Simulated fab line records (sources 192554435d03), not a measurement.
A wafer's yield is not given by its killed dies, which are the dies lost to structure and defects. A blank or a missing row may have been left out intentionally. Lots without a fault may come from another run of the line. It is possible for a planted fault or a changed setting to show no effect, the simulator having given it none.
fab line records	flow n5-finfet
[record] lots = 24	wafers = 72	last-day = 18
route steps=1938 shown BEOL_M15@1829 MIM_TOP_LITHO@1849 MIM_TOP_ETCH@1851 MIM_BOT_ETCH@1866 PASSIVATION@1907
lots with no fault: from the same line, run without faults
start-h: the number of hours between the record's first day and the start of the first shown wafer of the lot	wait-h: hours since the lot's step before	" same as the row above	L1.1+2: a row that stands for several wafers	- no value, or no start given	* or withheld: withheld	< > ~ a bound
route shown NAME@n: a module of which the file shows steps, and the number in the route of the first	usual: mean/standard deviation taken from wafers without a fault	same: alike in all rows	chamber/n: place in a boat	sites: per-site readings	_std_site: how widely they spread, as a standard deviation	_edge_site: outer sites' mean less inner sites'	radius-mm: for every site, how far away it sits from the centre of the wafer	mask NAME#n: copy n	behind: the most recent tool/chamber to have shaped the wafer	hold: why the lot went on hold/how many hours it stayed there/how the hold came to an end	device: names the non-switching transistor (n, p or np)	end of line: the tests these same wafers got at the end of their route	a step with no rows: only its recipe	killed: not the wafer's yield, but the dies lost to structure and defects at the first sort	map: dies across one wafer; x = killed, . = not, _ = none there
set.NAME: setting as actually run; set.NAME@STEP: the setting as run at that earlier step	model.NAME: the simulator's own value behind a step, which no gauge read
steps of the route over a sample of lots; a table a step, a row a wafer
services: the hour from which a tool's chamber was out of use, counted from the record's first day as start-h (under 0 if before that day), plus the number of hours and why
[[steps]]
[step N5_BEOL_M15_INSPECT_55]
[recipe] inspect-instrument = darkfield	mode = post-dep
[usual] raw-defect-count = 73/23
lot.wafer	tool	chamber	start-h	wait-h	raw-defect-count
L074.1	defect-inspect-02	-	281.63	0.0	84
L074.2	"	-	"	"	32
L074.3	"	-	"	"	66
L075.1	defect-inspect-01	-	290.71	0.0	118
L075.2	"	-	"	"	43
L075.6	"	-	"	"	56
L077.1	defect-inspect-02	-	291.44	0.0	65
L077.4	"	-	"	"	107
L077.6	"	-	"	"	93
L076.1	defect-inspect-01	-	294.72	0.0	27
L076.2	"	-	"	"	62
L076.6	"	-	"	"	65
L079.3	defect-inspect-01	-	295.00	0.0	58
L079.5	"	-	"	"	73
L079.6	"	-	"	"	75
L078.2	defect-inspect-02	-	297.84	0.0	74
L078.4	"	-	"	"	62
L078.5	"	-	"	"	69
L080.2	defect-inspect-02	-	310.92	0.0	81
L080.3	"	-	"	"	51
L080.4	"	-	"	"	87
L081.1	defect-inspect-01	-	315.31	0.0	91
L081.2	"	-	"	"	93
L081.6	"	-	"	"	131
L082.1	defect-inspect-02	-	320.04	0.0	81
L082.3	"	-	"	"	106
L082.4	"	-	"	"	75
L084.3	defect-inspect-01	-	324.55	0.0	82
L084.5	"	-	"	"	65
L084.6	"	-	"	"	49
L083.1	defect-inspect-02	-	333.11	0.0	81
L083.2	"	-	"	"	123
L083.4	"	-	"	"	83
L086.1	defect-inspect-01	-	351.54	0.0	70
L086.2	"	-	"	"	62
L086.3	"	-	"	"	55
L085.3	defect-inspect-02	-	365.37	0.0	108
L085.4	"	-	"	"	44
L085.5	"	-	"	"	44
L087.2	defect-inspect-02	-	367.56	0.0	115
L087.5	"	-	"	"	71
L087.6	"	-	"	"	86
L090.1	defect-inspect-02	-	379.41	0.0	94
L090.3	"	-	"	"	53
L090.4	"	-	"	"	93
L089.2	defect-inspect-02	-	383.14	0.0	61
L089.3	"	-	"	"	54
L089.4	"	-	"	"	41
L088.2	defect-inspect-02	-	385.08	0.0	52
L088.3	"	-	"	"	53
L088.6	"	-	"	"	69
L092.2	defect-inspect-02	-	395.19	0.0	56
L092.5	"	-	"	"	62
L092.6	"	-	"	"	65
L091.3	defect-inspect-02	-	399.00	0.0	93
L091.4	"	-	"	"	94
L091.6	"	-	"	"	83
L094.2	defect-inspect-02	-	409.19	0.0	54
L094.4	"	-	"	"	51
L094.6	"	-	"	"	77
L093.1	defect-inspect-01	-	409.91	0.0	51
L093.2	"	-	"	"	85
L093.3	"	-	"	"	43
L095.3	defect-inspect-02	-	412.68	0.0	89
L095.4	"	-	"	"	53
L095.6	"	-	"	"	61
L096.1	defect-inspect-02	-	418.91	0.0	76
L096.2	"	-	"	"	110
L096.6	"	-	"	"	109
L097.1	defect-inspect-02	-	423.72	0.0	59
L097.3	"	-	"	"	54
L097.6	"	-	"	"	53
[step N5_MIM_TOP_LITHO_INSPECT_12]
[recipe] mode = adi	inspect-instrument = macro
[usual] raw-defect-count = 2.2/1.4
lot.wafer	tool	chamber	start-h	wait-h	raw-defect-count
L074.1	defect-inspect-01	-	285.11	0.0	4
L074.2	"	-	"	"	0
L074.3	"	-	"	"	1
L075.1	defect-inspect-02	-	294.43	0.0	2
L075.2	"	-	"	"	1
L075.6	"	-	"	"	1
L077.1	defect-inspect-01	-	296.27	0.0	5
L077.4	"	-	"	"	2
L077.6	"	-	"	"	3
L076.1	defect-inspect-02	-	297.52	0.0	1
L076.2	"	-	"	"	2
L076.6	"	-	"	"	4
L079.3	defect-inspect-01	-	302.25	0.0	3
L079.5	"	-	"	"	1
L079.6	"	-	"	"	2
L078.2	defect-inspect-01	-	304.02	0.0	4
L078.4	"	-	"	"	3
L078.5	"	-	"	"	2
L080.2	defect-inspect-02	-	317.18	0.0	2
L080.3	"	-	"	"	1
L080.4	"	-	"	"	1
L081.1	defect-inspect-02	-	322.11	0.0	3
L081.2	"	-	"	"	2
L081.6	"	-	"	"	0
L082.1	defect-inspect-01	-	323.58	0.0	3
L082.3	"	-	"	"	2
L082.4	"	-	"	"	1
L084.3	defect-inspect-01	-	328.19	0.0	3
L084.5	"	-	"	"	2
L084.6	"	-	"	"	2
L083.1	defect-inspect-01	-	336.18	0.0	2
L083.2	"	-	"	"	1
L083.4	"	-	"	"	3
L086.1	defect-inspect-01	-	356.69	0.0	1
L086.2	"	-	"	"	1
L086.3	"	-	"	"	6
L085.3	defect-inspect-01	-	370.17	0.0	3
L085.4	"	-	"	"	0
L085.5	"	-	"	"	4
L087.2	defect-inspect-01	-	371.40	0.0	3
L087.5	"	-	"	"	1
L087.6	"	-	"	"	0
L090.1	defect-inspect-01	-	383.29	0.0	5
L090.3	"	-	"	"	1
L090.4	"	-	"	"	1
L089.2	defect-inspect-01	-	387.34	0.0	3
L089.3	"	-	"	"	2
L089.4	"	-	"	"	4
L088.2	defect-inspect-01	-	388.90	0.0	3
L088.3	"	-	"	"	3
L088.6	"	-	"	"	5
L092.2	defect-inspect-01	-	400.80	0.0	2
L092.5	"	-	"	"	0
L092.6	"	-	"	"	4
L091.3	defect-inspect-01	-	403.20	0.0	4
L091.4	"	-	"	"	0
L091.6	"	-	"	"	2
L094.2	defect-inspect-01	-	414.03	0.0	4
L094.4	"	-	"	"	2
L094.6	"	-	"	"	1
L093.1	defect-inspect-01	-	414.45	0.0	3
L093.2	"	-	"	"	1
L093.3	"	-	"	"	1
L095.3	defect-inspect-01	-	416.73	0.0	2
L095.4	"	-	"	"	1
L095.6	"	-	"	"	3
L096.1	defect-inspect-01	-	425.46	0.0	4
L096.2	"	-	"	"	2
L096.6	"	-	"	"	3
L097.1	defect-inspect-02	-	427.78	0.0	4
L097.3	"	-	"	"	2
L097.6	"	-	"	"	4
[step N5_MIM_TOP_ETCH_ETCH_00]
[recipe] chemistry = Cl2/BCl3	target = TiN	target-depth-a = 385	ion-energy-ev = 150	pressure-mtorr = 10	icp-w = 1000	bias-w = 126	Cl2_flow_sccm = 53.25	bcl3-flow-sccm = 21.75	Ar_flow_sccm = 25
[usual] bias-w = 126.0/0.37	drypump-motor-current-A = 5.7/0.45	oes-product-au = 0.76/0.082	throttle-valve-pct = 22.87/0.21
lot.wafer	tool	chamber	start-h	wait-h	bias-w	drypump-motor-current-A	oes-product-au	rf-hours-counter-h	throttle-valve-pct
L074.1	rie-metal-01	1	285.56	0.1	125.8	6.0	0.72	69	23.01
L074.2	"	0	"	"	126.2	5.5	0.67	77	22.69
L074.3	"	1	"	"	125.2	6.0	0.72	-	23.03
L075.1	rie-metal-02	1	294.55	0.1	126.3	5.8	0.94	6	22.62
L075.2	"	0	"	"	126.0	5.1	0.75	50	22.87
L075.6	"	0	"	"	125.6	5.1	0.75	-	22.87
L077.1	rie-metal-02	0	296.50	0.1	126.8	5.0	0.76	50	22.88
L077.4	"	1	"	"	126.0	5.8	0.93	-	22.62
L077.6	"	0	"	"	126.4	5.1	0.75	-	22.85
L076.1	rie-metal-02	1	297.64	0.1	126.3	5.8	0.93	6	22.61
L076.2	"	0	"	"	126.0	5.1	0.75	51	22.86
L076.6	"	1	"	"	126.0	5.8	0.93	-	22.61
L079.3	rie-metal-01	1	302.41	0.1	125.4	6.0	0.71	-	23.03
L079.5	"	0	"	"	125.5	5.5	0.67	-	22.71
L079.6	"	1	"	"	126.3	6.0	0.71	-	23.02
L078.2	rie-metal-03	1	304.14	0.1	126.0	5.5	0.77	46	22.79
L078.4	"	0	"	"	125.2	6.4	0.77	-	23.23
L078.5	"	1	"	"	125.7	5.5	0.77	-	22.80
L080.2	rie-metal-01	1	317.30	0.1	125.9	6.0	0.72	73	23.03
L080.3	"	1	"	"	126.0	6.0	0.72	-	23.01
L080.4	"	0	"	"	125.9	5.5	0.67	-	22.71
L081.1	rie-metal-03	1	322.40	0.1	125.7	5.5	0.77	48	22.80
L081.2	"	0	"	"	125.7	6.4	0.77	46	23.23
L081.6	"	0	"	"	126.7	6.4	0.78	-	23.25
L082.1	rie-metal-02	0	323.71	0.1	125.7	5.1	0.74	54	22.87
L082.3	"	0	"	"	125.7	5.1	0.75	-	22.88
L082.4	"	0	"	"	125.4	5.1	0.74	-	22.87
L084.3	rie-metal-01	0	328.35	0.1	126.0	5.5	0.67	-	22.72
L084.5	"	1	"	"	126.9	6.0	0.71	-	23.01
L084.6	"	0	"	"	126.4	5.5	0.67	-	22.72
L083.1	rie-metal-02	0	336.30	0.1	125.7	5.1	0.75	55	22.88
L083.2	"	1	"	"	126.1	5.8	0.94	7	22.62
L083.4	"	0	"	"	125.9	5.1	0.74	-	22.88
L086.1	rie-metal-02	0	356.96	0.1	126.3	5.1	0.74	57	22.87
L086.2	"	1	"	"	126.6	5.8	0.92	9	22.61
L086.3	"	0	"	"	125.8	5.1	0.73	-	22.87
L085.3	rie-metal-03	0	370.33	0.1	125.8	6.4	0.76	-	23.24
L085.4	"	1	"	"	126.1	5.5	0.75	-	22.79
L085.5	"	0	"	"	125.8	6.5	0.76	-	23.25
L087.2	rie-metal-02	0	371.52	0.1	125.8	5.1	0.73	58	22.89
L087.5	"	1	"	"	125.6	5.8	0.92	-	22.61
L087.6	"	0	"	"	126.0	5.1	0.74	-	22.87
L090.1	rie-metal-03	0	383.41	0.1	126.0	6.4	0.77	51	23.24
L090.3	"	1	"	"	125.2	5.5	0.75	-	22.81
L090.4	"	0	"	"	125.9	6.4	0.77	-	23.25
L089.2	rie-metal-03	1	387.61	0.1	126.4	5.5	0.76	54	22.82
L089.3	"	1	"	"	126.4	5.6	0.75	-	22.80
L089.4	"	0	"	"	126.0	6.4	0.76	-	23.25
L088.2	rie-metal-01	1	389.02	0.1	125.8	6.0	0.71	79	23.03
L088.3	"	0	"	"	126.3	5.5	0.67	-	22.73
L088.6	"	0	"	"	125.9	5.5	0.66	-	22.73
L092.2	rie-metal-02	1	401.26	0.1	126.5	5.8	0.90	14	22.62
L092.5	"	0	"	"	125.7	5.1	0.73	-	22.91
L092.6	"	1	"	"	126.8	5.8	0.90	-	22.61
L091.3	rie-metal-02	0	403.36	0.1	126.3	5.0	0.73	-	22.86
L091.4	"	1	"	"	126.3	5.8	0.89	-	22.63
L091.6	"	0	"	"	126.5	5.0	0.72	-	22.89
L094.2	rie-metal-03	0	414.33	0.1	125.9	6.4	0.76	-	23.26
L094.4	"	0	"	"	125.6	6.5	0.76	-	23.27
L094.6	"	0	"	"	125.0	6.4	0.76	-	23.25
L093.1	rie-metal-02	1	414.68	0.1	126.0	5.8	0.88	15	22.62
L093.2	"	0	"	"	125.9	5.1	0.72	63	22.89
L093.3	"	0	"	"	125.6	5.1	0.73	-	22.88
L095.3	rie-metal-01	0	417.21	0.1	126.2	5.5	0.65	-	22.71
L095.4	"	0	"	"	126.6	5.5	0.65	-	22.74
L095.6	"	0	"	"	125.6	5.5	0.64	-	22.73
L096.1	rie-metal-01	0	425.58	0.1	125.7	5.5	0.65	91	22.71
L096.2	"	0	"	"	126.2	5.5	0.65	-	22.72
L096.6	"	0	"	"	125.8	5.6	0.64	-	22.72
L097.1	rie-metal-03	1	428.08	0.1	125.5	5.5	0.75	55	22.81
L097.3	"	0	"	"	126.1	6.4	0.74	-	23.25
L097.6	"	1	"	"	125.6	5.5	0.75	-	22.81
[step N5_MIM_BOT_ETCH_ETCH_04]
[recipe] chemistry = CF4/O2	target = SiNx	target-depth-a = 260	time-s = 13	ion-energy-ev = 100	pressure-mtorr = 40	source-w = 535	bias-w = 49	Ar_flow_sccm = 100	cf4-flow-sccm = 100	O2_flow_sccm = 10
[usual] bias-w = 49.01/0.14	drypump-motor-current-A = 5.9/0.34	oes_f_703_au = 0.80/0.089	oes-product-au = 0.80/0.1	rf-vpp-V = 241/6.4	showerhead-plenum-p-Torr = 2.20/0.064	throttle-valve-pct = 15.91/0.2
lot.wafer	tool	chamber	start-h	wait-h	bias-w	drypump-motor-current-A	oes_f_703_au	oes-product-au	rf-hours-counter-h	rf-vpp-V	showerhead-plenum-p-Torr	throttle-valve-pct
L074.1	rie-diel-04	0	286.66	0.0	48.84	6.0	0.84	0.85	48	245	2.15	15.76
L074.2	"	1	"	"	49.10	5.9	0.83	0.80	95	235	2.13	16.09
L074.3	"	3	"	"	49.24	5.3	0.83	0.86	53	243	2.15	15.82
L075.1	rie-diel-02	3	295.58	0.0	48.87	6.3	0.73	0.69	230	237	2.18	15.86
L075.2	"	1	"	"	49.05	5.3	0.78	0.76	167	243	2.11	15.97
L075.6	"	1	"	"	48.97	5.3	0.78	0.76	-	243	2.11	16.00
L077.1	rie-diel-02	3	297.37	0.0	49.12	6.3	0.73	0.70	231	237	2.18	15.86
L077.4	"	1	"	"	49.33	5.3	0.78	0.77	-	241	2.11	15.99
L077.6	"	0	"	"	49.18	5.7	0.93	0.98	-	246	2.17	15.86
L076.1	rie-diel-02	0	298.37	0.0	48.96	5.8	0.94	0.98	5	247	2.17	15.87
L076.2	"	3	"	"	49.23	6.3	0.73	0.70	231	237	2.18	15.85
L076.6	"	0	"	"	48.99	5.8	0.95	0.98	-	246	2.17	15.87
L079.3	rie-diel-03	2	303.50	0.0	49.14	6.0	0.68	0.71	221	252	2.27	15.96
L079.5	"	2	"	"	49.18	6.0	0.69	0.70	-	253	2.27	15.92
L079.6	"	1	"	"	49.18	6.1	0.81	0.82	-	242	2.24	15.85
L078.2	rie-diel-04	3	304.92	0.0	49.07	5.3	0.82	0.86	59	242	2.15	15.84
L078.4	"	0	"	"	48.73	5.9	0.83	0.85	55	245	2.15	15.79
L078.5	"	2	"	"	48.99	6.4	0.69	0.69	-	242	2.18	16.26
L080.2	rie-diel-02	3	318.23	0.0	48.91	6.3	0.72	0.70	238	237	2.18	15.88
L080.3	"	1	"	"	48.91	5.3	0.77	0.76	175	242	2.10	16.01
L080.4	"	2	"	"	49.04	5.7	0.68	0.67	231	234	2.26	16.20
L081.1	rie-diel-02	3	323.20	0.0	48.84	6.3	0.73	0.70	238	236	2.18	15.89
L081.2	"	1	"	"	48.75	5.3	0.77	0.76	176	243	2.10	16.02
L081.6	"	1	"	"	49.22	5.3	0.77	0.76	-	244	2.10	16.00
L082.1	rie-diel-03	1	324.55	0.0	48.96	6.1	0.79	0.81	63	242	2.24	15.88
L082.3	"	3	"	"	49.16	6.1	0.82	0.79	127	230	2.30	15.73
L082.4	"	2	"	"	49.23	6.0	0.68	0.70	229	254	2.26	15.96
L084.3	rie-diel-03	0	329.16	0.0	49.11	6.3	0.74	0.72	219	235	2.27	16.15
L084.5	"	2	"	"	49.18	6.0	0.67	0.70	-	254	2.26	15.95
L084.6	"	3	"	"	48.97	6.1	0.81	0.78	-	232	2.30	15.73
L083.1	rie-diel-02	3	337.06	0.0	49.13	6.3	0.71	0.70	242	237	2.17	15.89
L083.2	"	0	"	"	48.91	5.8	0.91	0.95	16	246	2.17	15.90
L083.4	"	2	"	"	49.28	5.7	0.68	0.67	237	234	2.26	16.22
L086.1	rie-diel-04	0	357.93	0.0	49.53	6.0	0.81	0.81	71	246	2.14	15.83
L086.2	"	1	"	"	49.06	5.9	0.80	0.79	118	234	2.12	16.13
L086.3	"	3	"	"	48.85	5.3	0.80	0.83	76	241	2.14	15.87
L085.3	rie-diel-03	3	371.01	0.0	48.84	6.0	0.79	0.78	142	229	2.30	15.76
L085.4	"	0	"	"	49.27	6.3	0.73	0.71	233	234	2.27	16.19
L085.5	"	1	"	"	49.11	6.1	0.78	0.80	-	242	2.23	15.90
L087.2	rie-diel-02	0	372.24	0.0	48.81	5.8	0.89	0.93	29	246	2.17	15.92
L087.5	"	1	"	"	48.94	5.3	0.75	0.74	-	242	2.10	16.01
L087.6	"	0	"	"	48.73	5.8	0.88	0.93	-	245	2.17	15.93
L090.1	rie-diel-02	1	384.25	0.0	49.02	5.3	0.75	0.74	198	242	2.10	16.02
L090.3	"	0	"	"	49.03	5.8	0.87	0.91	36	246	2.16	15.94
L090.4	"	3	"	"	48.91	6.3	1.03	1.02	-	237	2.17	15.41
L089.2	rie-diel-02	3	388.45	0.0	49.01	6.2	1.01	1.01	5	237	2.17	15.41
L089.3	"	0	"	"	49.11	5.8	0.88	0.91	38	246	2.16	15.93
L089.4	"	0	"	"	48.92	5.8	0.87	0.91	-	246	2.16	15.94
L088.2	rie-diel-03	1	389.88	0.0	49.00	6.1	0.76	0.78	88	241	2.23	15.91
L088.3	"	0	"	"	49.09	6.3	0.73	0.71	242	233	2.26	16.20
L088.6	"	1	"	"	48.89	6.1	0.77	0.79	-	243	2.23	15.91
L092.2	rie-diel-03	1	402.00	0.0	48.89	6.1	0.76	0.78	94	240	2.23	15.93
L092.5	"	1	"	"	49.12	6.1	0.75	0.77	-	242	2.23	15.91
L092.6	"	0	"	"	49.08	6.3	0.72	0.70	-	233	2.26	16.21
L091.3	rie-diel-03	0	404.09	0.0	49.21	6.3	0.72	0.70	250	235	2.26	16.22
L091.4	"	1	"	"	49.00	6.1	0.75	0.78	95	242	2.23	15.93
L091.6	"	1	"	"	48.98	6.1	0.76	0.78	-	240	2.23	15.92
L094.2	rie-diel-03	2	415.27	0.0	49.02	6.0	0.90	0.94	5	252	2.25	15.55
L094.4	"	1	"	"	48.88	6.1	0.76	0.77	-	242	2.22	15.93
L094.6	"	2	"	"	49.03	6.0	0.91	0.94	-	252	2.25	15.56
L093.1	rie-diel-03	3	415.54	0.0	48.94	6.1	0.79	0.75	159	231	2.29	15.78
L093.2	"	1	"	"	48.84	6.1	0.75	0.78	101	241	2.23	15.93
L093.3	"	2	"	"	49.05	6.0	0.90	0.95	5	254	2.25	15.56
L095.3	rie-diel-02	2	418.31	0.0	49.16	5.7	0.93	0.93	9	233	2.25	15.76
L095.4	"	3	"	"	49.14	6.3	0.97	0.96	16	238	2.17	15.45
L095.6	"	0	"	"	49.08	5.8	0.85	0.88	-	245	2.16	15.97
L096.1	rie-diel-03	3	426.67	0.0	49.00	6.1	0.77	0.74	164	231	2.29	15.79
L096.2	"	1	"	"	48.86	6.1	0.75	0.76	105	241	2.22	15.95
L096.6	"	3	"	"	49.08	6.1	0.78	0.75	-	230	2.29	15.79
L097.1	rie-diel-02	0	428.92	0.0	48.93	5.8	0.85	0.87	54	246	2.16	15.98
L097.3	"	3	"	"	49.10	6.2	0.97	0.95	19	236	2.16	15.44
L097.6	"	0	"	"	48.96	5.9	0.84	0.88	-	246	2.16	15.97
[step N5_PASSIVATION_INSPECT_64]
[recipe] mode = adi	inspect-instrument = macro
[usual] raw-defect-count = 2.1/1.4
lot.wafer	tool	chamber	start-h	wait-h	raw-defect-count
L074.1	defect-inspect-01	-	290.17	0.0	1
L074.2	"	-	"	"	1
L074.3	"	-	"	"	0
L075.1	defect-inspect-01	-	303.66	0.0	3
L075.2	"	-	"	"	1
L075.6	"	-	"	"	1
L077.1	defect-inspect-01	-	304.24	0.0	1
L077.4	"	-	"	"	1
L077.6	"	-	"	"	5
L076.1	defect-inspect-01	-	305.50	0.0	1
L076.2	"	-	"	"	0
L076.6	"	-	"	"	1
L079.3	defect-inspect-02	-	308.08	0.0	3
L079.5	"	-	"	"	4
L079.6	"	-	"	"	3
L078.2	defect-inspect-02	-	308.92	0.0	0
L078.4	"	-	"	"	0
L078.5	"	-	"	"	6
L080.2	defect-inspect-02	-	323.23	0.0	3
L080.3	"	-	"	"	1
L080.4	"	-	"	"	0
L081.1	defect-inspect-02	-	327.82	0.0	2
L081.2	"	-	"	"	1
L081.6	"	-	"	"	0
L082.1	defect-inspect-02	-	328.87	0.0	0
L082.3	"	-	"	"	1
L082.4	"	-	"	"	3
L084.3	defect-inspect-02	-	332.79	0.0	2
L084.5	"	-	"	"	2
L084.6	"	-	"	"	1
L083.1	defect-inspect-01	-	340.91	0.0	6
L083.2	"	-	"	"	2
L083.4	"	-	"	"	2
L086.1	defect-inspect-01	-	364.50	0.0	2
L086.2	"	-	"	"	5
L086.3	"	-	"	"	2
L087.2	defect-inspect-02	-	377.45	0.0	3
L087.5	"	-	"	"	0
L087.6	"	-	"	"	1
L085.3	defect-inspect-01	-	377.61	0.0	3
L085.4	"	-	"	"	2
L085.5	"	-	"	"	2
L090.1	defect-inspect-02	-	388.02	0.0	3
L090.3	"	-	"	"	1
L090.4	"	-	"	"	4
L089.2	defect-inspect-02	-	392.70	0.0	3
L089.3	"	-	"	"	3
L089.4	"	-	"	"	1
L088.2	defect-inspect-02	-	393.38	0.0	1
L088.3	"	-	"	"	3
L088.6	"	-	"	"	1
L091.3	defect-inspect-01	-	408.57	0.0	2
L091.4	"	-	"	"	1
L091.6	"	-	"	"	4
L092.2	defect-inspect-02	-	408.92	0.0	5
L092.5	"	-	"	"	1
L092.6	"	-	"	"	2
L094.2	defect-inspect-01	-	418.87	0.0	1
L094.4	"	-	"	"	2
L094.6	"	-	"	"	1
L093.1	defect-inspect-02	-	419.21	0.0	1
L093.2	"	-	"	"	2
L093.3	"	-	"	"	3
L095.3	defect-inspect-02	-	425.45	0.0	5
L095.4	"	-	"	"	2
L095.6	"	-	"	"	2
L096.1	defect-inspect-02	-	430.58	0.0	2
L096.2	"	-	"	"	3
L096.6	"	-	"	"	1
L097.1	defect-inspect-01	-	434.92	0.0	4
L097.3	"	-	"	"	1
L097.6	"	-	"	"	0
[step N5_PASSIVATION_DESCUM_46]
[recipe] chemistry = O2	time-s = 7.9	source-power-w = 50	bias-power-w = 20	pressure-mtorr = 20	rf-frequency-hz = 2.712e+07	temp-c = 40	o2-flow-sccm = 225
[usual] drypump-motor-current-A = 5.9/0.34	oes-product-au = 0.80/0.088	rf-vpp-V = 243.0/1.4	showerhead-plenum-p-Torr = 2.08/0.067	throttle-valve-pct = 20.40/0.18
lot.wafer	tool	chamber	start-h	wait-h	drypump-motor-current-A	oes-product-au	rf-hours-counter-h	rf-vpp-V	showerhead-plenum-p-Torr	throttle-valve-pct
L074.1	rie-diel-04	3	291.94	0.0	5.3	0.88	54	241.6	2.04	20.32
L074.2	"	2	"	"	6.5	0.68	222	242.5	2.05	20.57
L074.3	"	1	"	"	5.9	0.80	96	240.7	2.02	20.57
L075.1	rie-diel-03	3	305.59	0.0	6.1	0.79	120	244.9	2.20	20.19
L075.2	"	0	"	"	6.3	0.71	210	244.0	2.16	20.54
L075.6	"	1	"	"	6.1	0.83	-	243.2	2.15	20.50
L077.1	rie-diel-04	1	306.75	0.3	5.9	0.80	100	241.4	2.02	20.58
L077.4	"	3	"	"	5.3	0.87	60	241.0	2.04	20.32
L077.6	"	1	"	"	5.9	0.80	-	241.3	2.02	20.58
L076.1	rie-diel-03	2	307.31	0.1	6.0	0.72	223	244.4	2.16	20.35
L076.2	"	3	"	"	6.1	0.79	121	246.5	2.20	20.21
L076.6	"	1	"	"	6.1	0.83	-	245.2	2.14	20.52
L079.3	rie-diel-02	1	310.21	0.0	5.3	0.75	172	240.4	2.01	20.45
L079.5	"	1	"	"	5.3	0.75	-	242.0	2.01	20.47
L079.6	"	2	"	"	5.7	0.67	-	244.3	2.15	20.64
L078.2	rie-diel-03	2	310.79	0.1	6.0	0.71	224	244.1	2.16	20.35
L078.4	"	3	"	"	6.1	0.79	122	244.6	2.20	20.21
L078.5	"	1	"	"	6.1	0.81	-	242.8	2.14	20.50
L080.2	rie-diel-02	1	325.13	0.0	5.3	0.75	176	240.4	2.00	20.48
L080.3	"	3	"	"	6.3	0.68	239	243.0	2.08	20.40
L080.4	"	2	"	"	5.7	0.66	232	244.2	2.15	20.66
L081.1	rie-diel-02	1	329.71	0.0	5.3	0.75	177	241.4	2.00	20.48
L081.2	"	2	"	"	5.7	0.67	234	244.3	2.15	20.64
L081.6	"	2	"	"	5.7	0.67	-	245.7	2.15	20.65
L082.1	rie-diel-03	0	331.40	0.7	6.2	0.71	220	243.3	2.15	20.54
L082.3	"	2	"	"	6.0	0.71	231	243.6	2.16	20.36
L082.4	"	1	"	"	6.1	0.82	65	243.1	2.14	20.53
L084.3	rie-diel-02	2	334.69	0.0	5.7	0.66	236	245.0	2.15	20.66
L084.5	"	1	"	"	5.3	0.75	-	241.1	2.00	20.49
L084.6	"	2	"	"	5.7	0.66	-	243.6	2.15	20.67
L083.1	rie-diel-03	3	342.92	0.1	6.1	0.77	132	244.7	2.20	20.21
L083.2	"	0	"	"	6.3	0.71	223	245.8	2.15	20.57
L083.4	"	1	"	"	6.1	0.82	69	245.2	2.14	20.54
L086.1	rie-diel-03	0	366.45	0.1	6.3	0.71	232	243.3	2.15	20.58
L086.2	"	1	"	"	6.1	0.80	77	243.4	2.14	20.54
L086.3	"	2	"	"	6.0	0.69	243	244.8	2.15	20.37
L087.2	rie-diel-03	2	379.90	0.5	6.0	0.69	250	245.1	2.15	20.39
L087.5	"	0	"	"	6.3	0.70	-	243.9	2.15	20.58
L087.6	"	1	"	"	6.1	0.81	-	243.5	2.14	20.54
L085.3	rie-diel-04	1	380.03	0.6	5.9	0.78	-	240.4	2.01	20.62
L085.4	"	1	"	"	5.9	0.78	-	241.7	2.01	20.63
L085.5	"	1	"	"	5.9	0.79	-	241.3	2.01	20.62
L090.1	rie-diel-02	1	389.81	0.0	5.3	0.73	200	241.7	2.00	20.53
L090.3	"	3	"	"	6.2	0.96	5	243.1	2.08	20.01
L090.4	"	3	"	"	6.3	0.96	-	242.9	2.08	20.03
L089.2	rie-diel-02	0	394.64	0.1	5.8	0.89	41	242.1	2.03	20.26
L089.3	"	3	"	"	6.3	0.95	7	242.1	2.08	20.02
L089.4	"	2	"	"	5.7	0.96	0	244.3	2.14	20.25
L088.2	rie-diel-04	0	395.18	0.0	5.9	0.79	86	242.1	2.02	20.24
L088.3	"	3	"	"	5.3	0.83	93	241.6	2.03	20.37
L088.6	"	0	"	"	5.9	0.81	-	241.4	2.02	20.24
L091.3	rie-diel-03	3	410.96	0.0	6.1	0.75	156	244.5	2.19	20.27
L091.4	"	3	"	"	6.1	0.75	-	244.3	2.19	20.26
L091.6	"	2	"	"	6.0	0.96	-	242.7	2.15	20.13
L092.2	rie-diel-04	2	411.53	0.2	6.4	0.94	5	242.3	2.04	20.15
L092.5	"	2	"	"	6.4	0.94	-	242.1	2.04	20.16
L092.6	"	3	"	"	5.3	0.82	-	242.6	2.02	20.38
L094.2	rie-diel-03	1	420.98	0.0	6.1	0.78	102	242.9	2.13	20.59
L094.4	"	2	"	"	6.0	0.96	7	243.6	2.15	20.11
L094.6	"	0	"	"	6.3	1.01	-	243.8	2.14	20.25
L093.1	rie-diel-04	1	421.36	0.2	5.9	0.76	146	241.8	2.01	20.65
L093.2	"	2	"	"	6.5	0.93	8	243.5	2.04	20.16
L093.3	"	0	"	"	6.0	0.80	96	242.5	2.02	20.25
L095.3	rie-diel-04	3	427.40	0.1	5.3	0.81	106	240.5	2.02	20.40
L095.4	"	1	"	"	5.9	0.75	148	241.8	2.01	20.66
L095.6	"	3	"	"	5.3	0.81	-	242.2	2.02	20.38
L096.1	rie-diel-04	0	433.35	0.5	5.9	0.78	99	241.6	2.02	20.24
L096.2	"	2	"	"	6.5	0.91	13	242.7	2.04	20.16
L096.6	"	2	"	"	6.5	0.90	-	242.3	2.04	20.17
L097.1	rie-diel-02	3	436.88	0.1	6.3	0.91	23	242.4	2.07	20.04
L097.3	"	0	"	"	5.7	0.87	57	242.4	2.02	20.29
L097.6	"	0	"	"	5.7	0.87	-	242.0	2.02	20.30
[[services]]
tool	chamber	start-h	hours	kind
rie-diel-02	0	264.33	-	clean
rie-diel-02	0	264.33	-	consumable-replace:focus-ring
rie-diel-02	0	264.33	21.2	scheduled-down
rie-metal-03	-	265.56	2.8	pm
rie-metal-01	-	285.94	2.8	pm
rie-diel-03	-	288.99	0.2	repair
rie-diel-02	2	291.05	9.1	repair
rie-metal-02	1	303.57	21.0	repair
rie-metal-02	1	347.98	4.5	repair
rie-metal-03	-	350.52	0.2	repair
rie-diel-02	1	367.12	2.1	repair
rie-diel-04	0	376.40	4.5	repair
rie-diel-04	3	377.95	3.6	repair
rie-diel-03	2	380.49	-	clean
rie-diel-03	2	380.49	-	consumable-replace:focus-ring
rie-diel-03	2	380.49	22.4	scheduled-down
rie-diel-03	2	380.49	22.4	vent-cycle
rie-metal-03	1	392.73	22.2	repair
rie-diel-03	0	404.45	-	clean
rie-diel-03	0	404.45	-	consumable-replace:focus-ring
rie-diel-03	0	404.45	15.8	scheduled-down
rie-diel-03	0	404.45	15.8	vent-cycle
rie-metal-01	1	413.70	17.0	repair
rie-metal-02	-	436.56	2.5	repair
[[key]]
fault none
